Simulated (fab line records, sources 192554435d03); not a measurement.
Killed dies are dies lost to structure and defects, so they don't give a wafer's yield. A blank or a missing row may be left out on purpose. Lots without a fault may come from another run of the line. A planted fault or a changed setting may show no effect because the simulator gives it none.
fab line records | flow n5_finfet | part 2 of 2: steps 20 to 26 of 26
record lots=5 wafers=15 last_day=17
route steps=1938 shown FIN_SAQP@104
lots that met no fault: from a run of the same line without faults
start_h: hours from the record's first day to the start of the lot's first wafer shown | wait_h: hours since the lot's step before | " the same as in the row above | L1.1+2: a row that stands for several wafers | - no value, or no start given | * or withheld: withheld | < > ~ a bound
route shown NAME@n: a module of which the file shows steps, and the number in the route of the first | usual: mean/standard deviation of fault-free wafers | same: alike in all rows | chamber/n: place in a boat | sites: the reading at each site | _std_site: their standard deviation | _edge_site: outer sites' mean less inner sites' | radius_mm: how far each site lies from the wafer's centre | mask NAME#n: copy n | behind: the tool/chamber that last shaped the wafer | hold: why the lot was held/for how many hours/how that ended | device: the transistor (n, p or np) that didn't switch | end of line: the same wafers' tests at the end of the route | a step without rows: its recipe alone | killed: dies lost to structure and defects at the first sort, not the wafer's yield | map: a wafer's dies, x killed, . not, _ none there
set.NAME: the setting as run; set.NAME@STEP: as run at that earlier step | model.NAME: the simulator's own value behind a step, which no gauge read
lots at some steps of the route; a table a step, a row a wafer
services: from which hour (start_h, from the record's first day; less than 0 if before it) a tool's chamber was out of use, for how many hours, and why
## steps
# step N5_FIN_SAQP_SRD_66
# recipe dry=ipa_marangoni time_s=30 temp_c=23 rinse_liquid=diw
# columns lot.wafer tool chamber start_h wait_h
L074.2+3+5 wet_bench-01 3,2,7 23.34 0.0
L075.3+4+5 wet_bench-02 5,1,6 29.21 0.0
L078.2+3+5 wet_bench-02 6,2,7 46.71 0.0
L089.2+3+6 wet_bench-01 0,5,1 112.92 0.0
L093.3+5+6 wet_bench-02 4,5,3 136.57 0.0
# step N5_FIN_SAQP_RECESS_75
# recipe chemistry=HF/NH3 target=SiO2 target_depth_a=144 afs_cycles=3 temp_c=30 sublimation_temp_c=180 sublimation_time_s=60
# usual drypump_motor_current_A=5.7/0.38
# columns lot.wafer tool chamber start_h wait_h drypump_motor_current_A
L074.2 vapor_etch-01 0 23.39 0.0 5.5
L074.3 " 1 " " 5.8
L074.5 " 1 " " 5.8
L075.3 vapor_etch-01 1 29.38 0.1 5.8
L075.4 " 0 " " 5.5
L075.5 " 1 " " 5.8
L078.2 vapor_etch-01 0 46.81 0.1 5.5
L078.3 " 1 " " 5.8
L078.5 " 1 " " 5.8
L089.2 vapor_etch-02 0 112.96 0.0 5.3
L089.3 " 1 " " 6.4
L089.6 " 0 " " 5.3
L093.3 vapor_etch-01 1 136.75 0.2 5.8
L093.5 " 0 " " 5.5
L093.6 " 1 " " 5.7
# step N5_FIN_SAQP_SPACER1_ALD_24
# recipe material=SiO2 target_thk_a=203 temp_c=300 ald_precursor_family=BDEAS ald_co_reactant=O2-plasma pulse_time_s=1 purge_time_s=2 co_reactant_purge_time_s=2 ald_cycles=218 pressure_torr=2
# usual heater_power_w=460/60 precursor_pulse_height_rel=1.001/0.022
# columns lot.wafer tool chamber start_h wait_h heater_power_w precursor_pulse_height_rel
L074.2 ald_sin-02 3 23.77 0.3 432 1.013
L074.3 " 0 " " 563 1.002
L074.5 " 3 " " 430 0.996
L075.3 ald_sin-02 3 29.87 0.4 432 1.006
L075.4 " 2 " " 439 0.968
L075.5 " 1 " " 328 0.995
L078.2 ald_sin-01 3 47.19 0.3 388 1.008
L078.3 " 0 " " 526 0.997
L078.5 " 3 " " 386 0.946
L089.2 ald_sin-04 0 113.90 0.8 461 0.996
L089.3 " 3 " " 463 1.007
L089.6 " 3 " " 465 0.975
L093.3 ald_sin-01 2 137.01 0.1 383 1.015
L093.5 " 2 " " 393 0.997
L093.6 " 1 " " 480 1.018
# step N5_FIN_SAQP_SPACER1_ETCHBACK_25
# recipe chemistry=CHF3/O2 mode=anisotropic_etchback target=SiO2 target_depth_a=244 time_s=12.2 pressure_mtorr=30 source_w=650 bias_w=170 Ar_flow_sccm=200 CHF3_flow_sccm=50 O2_flow_sccm=5 ion_energy_ev=200
# usual drypump_motor_current_A=5.8/0.46 oes_product_au=0.80/0.11 rf_fwd_power_W=645.4/2.3 rf_vpp_V=517/9.8 showerhead_plenum_p_Torr=2.39/0.064 throttle_valve_pct=18.97/0.23
# columns lot.wafer tool chamber start_h wait_h drypump_motor_current_A oes_product_au rf_fwd_power_W rf_hours_counter_h rf_vpp_V showerhead_plenum_p_Torr throttle_valve_pct
L074.2 rie_diel-04 2 24.49 0.4 6.1 0.92 640.5 20 513 2.45 18.60
L074.3 " 0 " " 5.1 0.85 644.7 66 511 2.35 19.10
L074.5 " 2 " " 6.1 0.92 644.5 - 513 2.45 18.59
L075.3 rie_diel-02 3 30.58 0.4 5.6 0.71 646.1 206 508 2.30 18.99
L075.4 " 1 " " 6.7 0.68 646.0 - 507 2.38 19.05
L075.5 " 0 " " 5.7 0.69 646.0 - 536 2.48 19.06
L078.2 rie_diel-03 0 47.91 0.4 5.4 0.69 647.6 219 512 2.37 19.15
L078.3 " 1 " " 5.5 0.72 645.5 210 519 2.39 19.48
L078.5 " 0 " " 5.4 0.68 645.4 - 513 2.37 19.17
L089.2 rie_diel-03 2 114.62 0.4 5.7 0.92 649.3 13 527 2.37 18.81
L089.3 " 1 " " 5.6 0.70 645.6 233 518 2.38 19.51
L089.6 " 0 " " 5.4 0.66 639.4 - 512 2.36 19.19
L093.3 rie_diel-04 3 137.73 0.4 6.4 0.69 644.2 228 529 2.49 19.22
L093.5 " 0 " " 5.2 0.82 648.7 - 511 2.34 19.17
L093.6 " 3 " " 6.4 0.69 645.7 - 528 2.49 19.20
# step N5_FIN_SAQP_MANDREL1_REMOVE_56
# recipe chemistry=HBr/Cl2/O2 bt_time_s=10 target=a-Si stop_on=SiNx endpoint=OES-SiCl over_etch_frac=1 icp_w=600 bias_w=22 HBr_flow_sccm=150 Cl2_flow_sccm=80 O2_flow_sccm=5 pressure_mtorr=10
# usual drypump_motor_current_A=5.8/0.53 oes_product_au=0.995/0.017 rf_fwd_power_W=596.0/2.4 throttle_valve_pct=36.6/0.35
# columns lot.wafer tool chamber start_h wait_h drypump_motor_current_A oes_product_au rf_fwd_power_W rf_hours_counter_h throttle_valve_pct
L074.2 rie_si-05 2 24.58 0.1 5.7 0.968 595.9 109 37.2
L074.3 " 0 " " 5.5 0.984 597.0 105 36.7
L074.5 " 1 " " 4.7 0.998 593.5 - 36.3
L075.3 rie_si-02 1 30.67 0.1 5.3 1.003 595.5 42 36.2
L075.4 " 3 " " 6.4 0.969 593.3 195 36.9
L075.5 " 0 " " 6.3 0.991 595.0 - 36.8
L078.2 rie_si-03 3 48.00 0.1 5.9 1.017 595.5 7 36.3
L078.3 " 0 " " 6.6 1.030 597.4 117 36.8
L078.5 " 2 " " 5.7 1.026 594.6 - 36.5
L089.2 rie_si-02 2 114.71 0.1 6.1 1.007 599.3 195 36.3
L089.3 " 3 " " 6.4 0.985 592.6 197 36.9
L089.6 " 0 " " 6.3 0.998 595.2 - 36.8
L093.3 rie_si-02 0 137.82 0.1 6.3 0.994 596.2 1 36.8
L093.5 " 2 " " 6.2 0.992 600.0 - 36.4
L093.6 " 1 " " 5.2 1.007 591.9 - 36.2
# step N5_FIN_SAQP_CD_MEAS_27
# recipe target_cd_nm=20 landing_energy_ev=1000 detector=se_inlens polarity=line
# usual cd_nm=20.31/0.25
# columns lot.wafer tool chamber start_h wait_h cd_nm
L074.2 cd_sem-03 0 24.69 0.1 20.63
L074.3 " 0 " " 19.76
L074.5 " 0 " " 20.68
L075.3 cd_sem-01 0 30.79 0.1 20.21
L075.4 " 0 " " 20.47
L075.5 " 0 " " 20.49
L078.2 cd_sem-01 0 48.12 0.1 20.56
L078.3 " 0 " " 19.63
L078.5 " 0 " " 20.02
L089.2 cd_sem-01 0 114.82 0.1 20.60
L089.3 " 0 " " 20.26
L089.6 " 0 " " 20.50
L093.3 cd_sem-03 0 137.93 0.1 20.57
L093.5 " 0 " " 20.57
L093.6 " 0 " " 20.24
# step N5_FIN_SAQP_ETCH_57
# recipe chemistry=CH3F/O2 target=SiNx mask_material=SiO2 target_depth_a=325 time_s=46.4 pressure_mtorr=30 source_w=395 bias_w=73 Ar_flow_sccm=150 CH3F_flow_sccm=30 O2_flow_sccm=20 ion_energy_ev=120 ends=cleared
# usual drypump_motor_current_A=5.7/0.43 etch_rf_on_time_s=46.6/1.3 oes_product_au=0.66/0.09 rf_fwd_power_W=388.8/2.1 rf_vpp_V=294/6.1 showerhead_plenum_p_Torr=1.97/0.055 throttle_valve_pct=16.45/0.22
# columns lot.wafer tool chamber start_h wait_h drypump_motor_current_A etch_rf_on_time_s oes_product_au rf_fwd_power_W rf_hours_counter_h rf_vpp_V showerhead_plenum_p_Torr throttle_valve_pct
L074.2 rie_diel-03 3 24.74 0.0 5.3 47.7 0.63 390.3 132 309 1.92 16.40
L074.3 " 2 " " 5.7 50.0 0.56 392.5 245 300 1.97 16.59
L074.5 " 0 " " 5.4 48.0 0.59 389.2 - 292 1.97 16.62
L075.3 rie_diel-04 3 30.83 0.0 6.4 46.9 0.61 389.0 189 299 2.08 16.56
L075.4 " 0 " " 5.1 47.6 0.73 389.3 - 288 1.95 16.52
L075.5 " 3 " " 6.4 48.5 0.61 391.6 - 299 2.08 16.56
L078.2 rie_diel-02 1 48.16 0.0 6.6 45.4 0.59 390.0 245 288 1.97 16.56
L078.3 " 3 " " 5.5 44.4 0.61 390.9 214 289 1.90 16.48
L078.5 " 0 " " 5.6 47.8 0.59 391.8 - 303 2.05 16.54
L089.2 rie_diel-03 2 114.95 0.1 5.7 45.5 0.78 391.4 14 297 1.96 16.19
L089.3 " 3 " " 5.2 47.7 0.61 391.1 165 306 1.91 16.45
L089.6 " 3 " " 5.3 46.7 0.61 389.9 - 308 1.91 16.46
L093.3 rie_diel-03 1 137.98 0.0 5.5 45.9 0.59 390.6 245 294 1.97 16.95
L093.5 " 3 " " 5.3 47.7 0.61 391.2 - 308 1.91 16.47
L093.6 " 2 " " 5.7 46.9 0.76 388.7 - 298 1.96 16.21
## services
# columns tool chamber start_h hours kind
arfi_scanner-02 - 8.62 1.0 pm
ald_sin-01 - 12.12 1.7 repair
arfi_scanner-03 - 14.55 1.0 pm
arfi_scanner-03 - 29.78 2.3 repair
wet_bench-02 - 34.26 4.4 pm
rie_diel-04 0 36.74 2.4 repair
rie_diel-03 3 40.64 7.9 repair
arfi_scanner-03 - 42.23 1.3 pm
rie_diel-04 2 49.61 3.8 repair
rie_diel-03 1 50.36 9.9 repair
arfi_scanner-03 - 58.55 0.3 repair
rie_si-02 1 59.25 3.8 repair
ald_sin-02 2 61.74 3.8 repair
ald_sin-01 - 64.68 6.1 pm
arfi_scanner-03 - 84.02 0.8 pm
ald_sin-01 - 85.25 14.0 pm
rie_diel-04 0 96.31 9.6 repair
wet_bench-02 - 104.91 3.7 repair
rie_si-05 2 114.97 5.1 repair
rie_diel-02 1 120.80 6.6 repair
arfi_scanner-03 - 121.50 1.0 pm
rie_diel-02 0 121.77 3.9 repair
rie_diel-04 - 133.18 1.8 repair
rie_diel-03 0 136.09 6.4 repair
